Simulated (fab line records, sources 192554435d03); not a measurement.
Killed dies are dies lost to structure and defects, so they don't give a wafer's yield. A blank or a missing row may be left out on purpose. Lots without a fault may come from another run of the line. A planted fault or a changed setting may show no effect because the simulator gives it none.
One fault seen from 2 desks | flow n5_finfet | each desk has only its own numbers; what lay behind them comes last

THE TOOL OWNER'S DESK: cmp-02
The tool's own readings at N5_BEOL_M10_CMP_52 (polishes, stops on SiCOH lowk, t overpolish 7 s, target thk 140 nm): means of the sampled wafers that have a number, for each lot that ran on this tool. A lot is out of limits, marked OUT, if its mean lies more than 4 standard deviations from the usual mean; the brackets give that distance.
Columns: A = barrier_field_endpoint_s at N5_BEOL_M10_CMP_52, usual 29.1 s; B = motor_current_A at N5_BEOL_M10_CMP_52, usual 6.2 A; C = overpolish_run_s at N5_BEOL_M10_CMP_52, usual 7.000 s; D = platen_rpm at N5_BEOL_M10_CMP_52, usual 50.00 rpm; E = time_to_endpoint_s at N5_BEOL_M10_CMP_52, usual 67 s
lot  | first seen here | A    | B   | C     | D               | E
L305 | day 10 23:23    | 29.4 | 6.3 | 7.004 | 50.05           | 71
L311 | day 12 03:35    | 28.0 | 6.1 | 6.994 | 50.02           | 65
L314 | day 12 04:56    | 29.5 | 6.4 | 7.004 | 50.02           | 69
L317 | day 13 17:58    | 29.8 | 6.1 | 7.003 | 49.99           | 69
L319 | day 13 19:52    | 28.5 | 6.3 | 6.992 | 50.00           | 64
L326 | day 16 08:29    | 28.2 | 6.6 | 7.007 | 52.00 (+62) OUT | 66
L328 | day 16 16:10    | 28.1 | 6.4 | 6.997 | 52.01 (+63) OUT | 71
This desk's finding: out of limits on L326, L328; first on L326, day 16 08:29 (platen_rpm at N5_BEOL_M10_CMP_52). In limits: L305, L311, L314, L317, L319.

THE METROLOGY DESK
What the gauges read, lot by lot, whatever tool the lot ran on: means of the sampled wafers that have a number. A lot is out of limits, marked OUT, if its mean lies more than 4 standard deviations from the usual mean; the brackets give that distance.
Columns: A = trench_depth_nm at N5_BEOL_M10_OCD_MEAS_38, usual 147 nm
lot  | first seen here | A
L305 | day 10 21:40    | 148
L309 | day 11 07:16    | 147
L312 | day 11 18:49    | 148
L311 | day 12 00:50    | 142
L314 | day 12 01:32    | 144
L315 | day 12 23:21    | 149
L317 | day 13 14:17    | 145
L319 | day 13 17:39    | 152
L320 | day 14 07:57    | 148
L318 | day 14 13:40    | 146
L324 | day 15 00:25    | 148
L326 | day 16 06:25    | 147
L328 | day 16 12:25    | 153
This desk's finding: nothing out of limits on any of the 13 lots.

PUT TOGETHER
The tool owner's desk could have raised an alarm at day 16 08:29, on L326, L328.
The metrology desk saw nothing out of limits.
The metrology desk has L326, L328 on record, within its limits.
Of the lots named, all ran N5_BEOL_M10_CMP_52 on cmp-02.

WHAT THE SIMULATOR HAD PUT IN
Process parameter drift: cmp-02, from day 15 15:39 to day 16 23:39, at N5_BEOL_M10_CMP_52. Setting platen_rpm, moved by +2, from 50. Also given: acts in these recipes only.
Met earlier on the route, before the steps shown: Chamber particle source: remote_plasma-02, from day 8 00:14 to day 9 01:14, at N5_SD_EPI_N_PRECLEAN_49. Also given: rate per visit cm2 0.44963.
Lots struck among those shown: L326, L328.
Hours from the fault's start to each desk's first reading out of limits: the tool owner's desk, 17.
